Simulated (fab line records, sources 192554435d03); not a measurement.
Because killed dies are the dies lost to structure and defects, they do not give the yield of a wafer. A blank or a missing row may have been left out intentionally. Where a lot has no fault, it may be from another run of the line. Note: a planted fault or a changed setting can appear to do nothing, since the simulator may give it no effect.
fab line records	flow n5Finfet	part 2 of 2: steps 5 to 6 of 6
[record] lots = 24	wafers = 72	lastDay = 18
route steps=1938 shown BEOL_M0_SAQP@640 BEOL_M0@715
lots with no fault: from the same line, run without faults
startH: start of the lot's first displayed wafer, in hours after the record's first day	waitH: how many hours have passed since the lot's step before this one	" as in the row above	L1.1+2: a row that stands for several wafers	- no value, or no start was given	* or withheld: withheld	< > ~ a bound
route shown NAME@n: NAME is a module with steps in the file, n the number in the route of the first one	usual: mean and standard deviation over wafers with no fault	same: alike in all rows	chamber/n: place in a boat	sites: per-site readings	_std_site: standard deviation of those values	_edge_site: outer sites' mean less inner sites'	radiusMm: how far each site lies from the wafer's centre	mask NAME#n: copy n	behind: tool/chamber where the wafer was last shaped	hold: why the lot was held/for how many hours/how that ended	device: the transistor (n, p or np) that didn't switch	end of line: the tests these same wafers got at the end of their route	for a step that has no rows: nothing shown but its recipe	killed: at the first sort, the dies lost to defects and structure; wafer yield is something else	map: a wafer's dies, marking killed ones x, the rest . and places with no die _
set.NAME: setting as actually run; set.NAME@STEP: the setting as run at that earlier step	model.NAME: the simulator's own value behind a step, which no gauge read
one table for each step of the route and one row for each wafer, over a sample of lots
services: from which hour (startH, from the record's first day; less than 0 if before it) a tool's chamber was out of use, for how many hours, and why
[[steps]]
[step N5_BEOL_M0_SAQP_OVL_MEAS_41]
[recipe] pointsPerWafer = 522
[usual] M0_CUT1_OVL = 0.3/0.7
lot.wafer	tool	chamber	startH	waitH	M0_CUT1_OVL[nm]
L076.1	overlay-02	0	129.98	0.0	0.6
L076.3	"	0	"	"	1.1
L076.6	"	0	"	"	0.7
L075.2	overlay-02	0	132.79	0.0	1.1
L075.4	"	0	"	"	1.5
L075.6	"	0	"	"	-0.2
L077.1	overlay-02	0	137.05	0.0	1.5
L077.3	"	0	"	"	1.6
L077.6	"	0	"	"	1.9
L078.3	overlay-01	0	142.72	0.0	0.7
L078.4	"	0	"	"	0.8
L078.5	"	0	"	"	0.9
L074.1	overlay-01	0	143.86	0.0	-0.3
L074.5	"	0	"	"	0.0
L074.6	"	0	"	"	-1.0
L079.3	overlay-01	0	144.04	0.0	-0.9
L079.4	"	0	"	"	0.4
L079.6	"	0	"	"	-0.4
L080.1	overlay-01	0	147.96	0.0	-0.4
L080.3	"	0	"	"	1.1
L080.6	"	0	"	"	-0.3
L081.2	overlay-01	0	153.02	0.0	0.6
L081.3	"	0	"	"	0.7
L081.5	"	0	"	"	0.9
L082.1	overlay-02	0	162.32	0.0	0.3
L082.2	"	0	"	"	-0.2
L082.4	"	0	"	"	-0.8
L083.1	overlay-02	0	167.08	0.0	0.4
L083.2	"	0	"	"	1.4
L083.4	"	0	"	"	0.3
L084.1	overlay-02	0	176.70	0.0	0.3
L084.2	"	0	"	"	-0.2
L084.6	"	0	"	"	-0.7
L085.2	overlay-01	0	178.18	0.0	0.1
L085.3	"	0	"	"	-0.4
L085.6	"	0	"	"	-0.1
L086.1	overlay-01	0	189.82	0.0	-0.4
L086.3	"	0	"	"	0.1
L086.6	"	0	"	"	0.5
L087.1	overlay-02	0	197.32	0.0	1.2
L087.3	"	0	"	"	-0.5
L087.6	"	0	"	"	0.2
L088.2	overlay-02	0	201.31	0.0	1.6
L088.3	"	0	"	"	0.5
L088.5	"	0	"	"	0.9
L090.1	overlay-01	0	207.65	0.0	0.1
L090.4	"	0	"	"	0.4
L090.5	"	0	"	"	1.4
L089.2	overlay-02	0	208.64	0.0	0.2
L089.3	"	0	"	"	-0.4
L089.4	"	0	"	"	-0.1
L091.3	overlay-01	0	217.65	0.0	-0.1
L091.5	"	0	"	"	0.0
L091.6	"	0	"	"	-0.3
L092.3	overlay-02	0	221.14	0.0	-0.5
L092.4	"	0	"	"	-1.3
L092.6	"	0	"	"	-0.5
L093.1	overlay-02	0	224.41	0.0	-0.2
L093.2	"	0	"	"	0.7
L093.4	"	0	"	"	0.2
L094.1	overlay-02	0	238.25	0.0	0.2
L094.2	"	0	"	"	0.5
L094.5	"	0	"	"	0.7
L095.2	overlay-01	0	242.39	0.0	0.3
L095.3	"	0	"	"	0.6
L095.4	"	0	"	"	-0.3
L096.2	overlay-01	0	249.35	0.0	0.2
L096.3	"	0	"	"	0.1
L096.4	"	0	"	"	0.0
L097.2	overlay-01	0	258.09	0.0	0.8
L097.4	"	0	"	"	1.9
L097.5	"	0	"	"	-0.7
[step N5_BEOL_M0_ETCH_138]
[recipe] chemistry = CH3F/O2	targetDepthA = 120	target = SiCN	timeS = 31.6	ionEnergyEv = 120	pressureMtorr = 30	sourceW = 395	biasW = 75	Ar_flow_sccm = 150	CH3F_flow_sccm = 30	O2_flow_sccm = 20	ends = cleared
[usual] drypumpMotorCurrentA = 5.5/0.53	etchRfOnTimeS = 28.7/1	oesProductAu = 0.69/0.057	rfFwdPowerW = 387.1/2.2	rfVppV = 298.2/1.6	showerheadPlenumPTorr = 2.05/0.068	throttleValvePct = 16.38/0.16
lot.wafer	tool	chamber	startH	waitH	drypumpMotorCurrentA	etchRfOnTimeS	oesProductAu	rfFwdPowerW	rfHoursCounterH	rfVppV	showerheadPlenumPTorr	throttleValvePct
L076.1	rieDiel-01	2	131.71	0.0	4.9	29.3	0.63	388.3	163	299.5	2.08	16.57
L076.3	"	0	"	"	6.4	28.1	0.70	390.3	85	298.3	2.02	16.11
L076.6	"	2	"	"	4.9	29.3	0.63	388.9	-	298.1	2.08	16.57
L075.2	rieDiel-01	0	134.98	0.0	6.3	28.6	0.70	390.6	86	297.9	2.02	16.12
L075.4	"	3	"	"	5.3	28.1	0.62	383.9	173	299.6	2.08	16.35
L075.6	"	0	"	"	6.3	28.8	0.70	386.9	-	298.2	2.02	16.11
L077.1	rieDiel-01	2	138.96	0.0	4.9	27.9	0.64	388.6	166	300.2	2.08	16.59
L077.3	"	0	"	"	6.4	26.8	0.70	386.8	87	298.2	2.02	16.12
L077.6	"	2	"	"	4.9	28.0	0.63	389.4	-	298.2	2.08	16.59
L078.3	rieDiel-05	3	144.77	0.0	4.7	28.4	0.73	384.6	51	300.4	2.12	16.34
L078.4	"	0	"	"	6.1	29.8	0.70	384.2	74	296.4	1.95	16.50
L078.5	"	1	"	"	5.7	28.8	0.73	390.1	-	295.7	1.94	16.18
L074.1	rieDiel-05	2	145.56	0.0	5.6	25.7	0.77	384.4	36	299.5	2.14	16.33
L074.5	"	3	"	"	4.6	28.8	0.73	384.4	-	301.4	2.12	16.36
L074.6	"	2	"	"	5.6	27.4	0.77	384.9	-	300.3	2.14	16.32
L079.3	rieDiel-01	0	146.06	0.0	6.4	28.5	0.69	389.3	89	298.8	2.02	16.14
L079.4	"	2	"	"	4.9	29.3	0.63	391.2	168	298.1	2.08	16.61
L079.6	"	2	"	"	5.0	29.9	0.63	388.1	-	296.9	2.08	16.59
L080.1	rieDiel-05	3	149.84	0.0	4.6	30.9	0.72	384.5	53	299.3	2.12	16.34
L080.3	"	0	"	"	6.2	29.4	0.71	386.7	76	297.1	1.95	16.50
L080.6	"	2	"	"	5.6	29.2	0.77	385.4	-	298.6	2.14	16.30
L081.2	rieDiel-01	3	154.75	0.0	5.4	28.5	0.62	384.4	179	298.4	2.08	16.35
L081.3	"	2	"	"	5.0	27.0	0.64	390.0	170	297.7	2.08	16.59
L081.5	"	1	"	"	5.2	28.0	0.75	388.9	-	297.5	2.04	16.23
L082.1	rieDiel-05	3	164.30	0.0	4.6	29.0	0.72	387.8	58	299.6	2.12	16.37
L082.2	"	2	"	"	5.6	27.5	0.77	386.9	43	299.8	2.13	16.33
L082.4	"	3	"	"	4.6	30.4	0.72	387.5	-	299.8	2.12	16.38
L083.1	rieDiel-05	3	169.12	0.0	4.6	28.1	0.72	383.3	61	298.2	2.12	16.37
L083.2	"	2	"	"	5.6	26.4	0.76	386.2	46	298.1	2.13	16.32
L083.4	"	1	"	"	5.7	28.1	0.73	388.6	-	296.2	1.94	16.20
L084.1	rieDiel-05	3	178.67	0.0	4.6	28.8	0.72	385.9	65	302.0	2.12	16.38
L084.2	"	0	"	"	6.2	30.0	0.71	386.2	76	296.3	1.95	16.50
L084.6	"	0	"	"	6.2	30.7	0.71	386.0	-	294.6	1.95	16.52
L085.2	rieDiel-01	2	179.74	0.0	5.0	29.4	0.63	390.3	179	299.0	2.08	16.63
L085.3	"	0	"	"	6.4	28.7	0.68	390.2	98	297.3	2.02	16.15
L085.6	"	1	"	"	5.2	29.8	0.74	389.6	-	298.2	2.04	16.25
L086.1	rieDiel-03	1	193.45	0.0	5.3	30.7	0.68	387.7	120	297.7	2.01	16.31
L086.3	"	2	"	"	5.3	30.2	0.65	387.5	124	298.5	2.02	16.68
L086.6	"	3	"	"	6.3	29.6	0.59	383.2	-	294.5	1.91	16.77
L087.1	rieDiel-01	3	199.31	0.0	5.3	28.7	0.61	383.3	196	298.9	2.07	16.39
L087.3	"	1	"	"	5.2	28.3	0.72	386.9	57	297.4	2.03	16.26
L087.6	"	2	"	"	4.9	28.7	0.61	390.7	-	299.5	2.07	16.63
L088.2	rieDiel-05	0	202.87	0.0	6.2	28.6	0.69	383.0	84	295.5	1.94	16.52
L088.3	"	1	"	"	5.7	28.5	0.72	391.1	79	296.5	1.93	16.22
L088.5	"	2	"	"	5.6	27.5	0.75	382.7	-	299.0	2.13	16.36
L090.1	rieDiel-01	2	209.29	0.0	4.9	30.0	0.61	388.8	190	299.6	2.07	16.63
L090.4	"	0	"	"	6.3	30.1	0.68	387.2	110	298.5	2.01	16.17
L090.5	"	3	"	"	5.3	29.1	0.60	386.1	-	300.0	2.07	16.40
L089.2	rieDiel-05	3	210.90	0.0	4.6	28.5	0.70	385.2	75	299.8	2.12	16.39
L089.3	"	0	"	"	6.2	28.5	0.69	385.2	87	297.7	1.94	16.54
L089.4	"	2	"	"	5.6	27.5	0.74	383.6	61	300.1	2.13	16.36
L091.3	rieDiel-03	1	219.71	0.0	5.3	29.2	0.66	388.3	129	297.5	2.01	16.31
L091.5	"	2	"	"	5.3	29.7	0.64	388.8	-	296.8	2.02	16.71
L091.6	"	0	"	"	5.7	28.6	0.63	387.4	-	299.1	2.07	16.31
L092.3	rieDiel-01	3	222.74	0.0	5.4	27.6	0.59	385.9	204	300.1	2.07	16.41
L092.4	"	0	"	"	6.4	29.6	0.67	387.8	114	297.1	2.01	16.17
L092.6	"	0	"	"	6.4	29.4	0.67	387.3	-	298.3	2.01	16.15
L093.1	rieDiel-05	3	226.21	0.0	4.6	29.6	0.70	383.6	79	299.6	2.11	16.40
L093.2	"	0	"	"	6.2	28.3	0.69	387.4	91	296.4	1.94	16.53
L093.4	"	1	"	"	5.7	28.0	0.72	389.3	86	296.5	1.93	16.23
L094.1	rieDiel-03	0	240.18	0.0	5.7	28.2	0.62	388.7	167	298.4	2.07	16.32
L094.2	"	3	"	"	6.4	28.6	0.85	385.0	2	299.9	2.16	16.33
L094.5	"	3	"	"	6.3	28.6	0.86	386.5	-	300.6	2.16	16.33
L095.2	rieDiel-03	1	245.45	0.0	5.2	28.9	0.66	389.8	140	296.9	2.00	16.34
L095.3	"	3	"	"	6.3	28.3	0.84	384.6	4	301.0	2.16	16.32
L095.4	"	0	"	"	5.7	29.1	0.63	388.4	170	298.1	2.07	16.35
L096.2	rieDiel-05	0	251.04	0.0	6.2	30.1	0.68	386.7	102	294.3	1.94	16.56
L096.3	"	2	"	"	5.6	26.9	0.72	386.5	74	298.8	2.12	16.38
L096.4	"	3	"	"	4.6	31.6	0.70	385.0	89	298.4	2.11	16.42
L097.2	rieDiel-03	2	259.94	0.0	5.4	27.9	0.63	388.8	151	297.6	2.01	16.73
L097.4	"	0	"	"	5.7	29.4	0.63	389.6	176	299.2	2.06	16.35
L097.5	"	3	"	"	6.3	27.9	0.83	386.1	-	298.1	2.16	16.34
[[services]]
tool	chamber	startH	hours	kind
pecvd-03	-	105.69	0.8	pm
rieSi-02	-	116.96	0.6	repair
rieSi-03	3	124.66	11.5	repair
rieDiel-01	-	135.57	0.8	repair
rieDiel-05	1	148.75	2.2	repair
rieDiel-05	0	152.80	25.5	repair
rieDiel-05	1	160.48	5.4	repair
rieDiel-02	2	161.44	8.3	repair
pecvd-03	-	165.77	0.7	repair
pecvd-04	2	168.49	7.5	repair
rieDiel-01	0	168.70	6.0	repair
rieSi-02	0	175.06	1.9	repair
rieDiel-02	1	183.49	5.8	repair
rieSi-02	-	194.53	0.6	repair
rieDiel-02	-	199.34	2.8	pm
rieDiel-01	0	228.17	6.0	repair
rieDiel-04	0	228.92	-	clean
rieDiel-04	0	228.92	-	consumableReplace:focusRing
rieDiel-04	0	228.92	-	consumableReplace:showerhead
rieDiel-04	0	228.92	27.6	scheduledDown
pecvd-02	1	238.05	21.2	repair
rieDiel-01	-	238.12	15.6	pm
rieDiel-06	1	256.96	4.2	repair
rieSi-02	2	258.09	3.5	repair
